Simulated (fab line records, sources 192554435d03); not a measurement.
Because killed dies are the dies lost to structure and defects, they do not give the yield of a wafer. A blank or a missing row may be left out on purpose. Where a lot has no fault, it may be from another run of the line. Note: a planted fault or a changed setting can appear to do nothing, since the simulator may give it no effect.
Chamber matching | flow n5 finfet | rie diel-03 running N5_MOL_CONTACT_COAG_STRIP_98: 4 sister chambers
The step strips in N2/H2. 14 wafers are shown with their chamber, then 7 later ones without.

WAFERS PAIRED WITH THEIR CHAMBERS
wafer  | chamber | showerhead plenum p Torr (Torr) | throttle valve pct (%) | drypump motor current A (A)
L074.1 | 3       | 3.46                            | 18.73                  | 5.5
L074.4 | 1       | 3.45                            | 19.24                  | 5.8
L074.6 | 2       | 3.35                            | 18.54                  | 5.6
L075.2 | 3       | 3.45                            | 18.76                  | 5.6
L075.3 | 0       | 3.13                            | 19.01                  | 5.8
L075.5 | 3       | 3.45                            | 18.73                  | 5.5
L082.1 | 1       | 3.44                            | 19.25                  | 5.8
L082.2 | 2       | 3.34                            | 18.59                  | 5.6
L082.4 | 1       | 3.44                            | 19.28                  | 5.8
L086.2 | 3       | 3.44                            | 18.79                  | 5.5
L086.5 | 0       | 3.12                            | 19.04                  | 5.7
L086.6 | 1       | 3.44                            | 19.29                  | 5.8
L088.1 | 3       | 3.44                            | 18.79                  | 5.5
L088.2 | 0       | 3.12                            | 19.06                  | 5.7

SIGNATURES (means of the wafers above)
reading                  | chamber 0 | chamber 1 | chamber 2 | chamber 3 | scatter within a chamber
showerhead plenum p Torr | 3.1233    | 3.4425    | 3.3450    | 3.4480    | 0.00687
throttle valve pct       | 19.0367   | 19.2650   | 18.5650   | 18.7600   | 0.028
drypump motor current A  | 5.733     | 5.800     | 5.600     | 5.520     | 0.0383
Rule: a wafer's distance from a chamber is the root of the sum, over the readings, of the square of ((its reading less the chamber's mean) divided by the reading's scatter). The wafer belongs to the nearest chamber; if the next one is less than 2 further off, it can't be placed. The scatter: the root of (the sum of the squares of (reading less its chamber's mean) over the shown wafers, divided by (wafers less chambers)).

WAFERS WITH NO CHAMBER GIVEN
wafer  | showerhead plenum p Torr (Torr) | throttle valve pct (%) | drypump motor current A (A)
L088.4 | 3.33                            | 18.63                  | 5.6
L091.1 | 3.33                            | 18.64                  | 5.6
L091.2 | 3.11                            | 19.10                  | 5.8
L091.3 | 3.43                            | 18.79                  | 5.5
L091.4 | 3.33                            | 18.63                  | 5.6
L091.5 | 3.11                            | 19.08                  | 5.8
L091.6 | 3.43                            | 18.81                  | 5.5

WHICH CHAMBER EACH ONE RAN IN
wafer  | from the rows above | in truth
L088.4 | 2                   | 2
L091.1 | 2                   | 2
L091.2 | 0                   | 0
L091.3 | 3                   | 3
L091.4 | 2                   | 2
L091.5 | 0                   | 0
L091.6 | 3                   | 3
7 of 7 placed correctly. Not placeable from these rows: 0. Placed wrongly: 0.
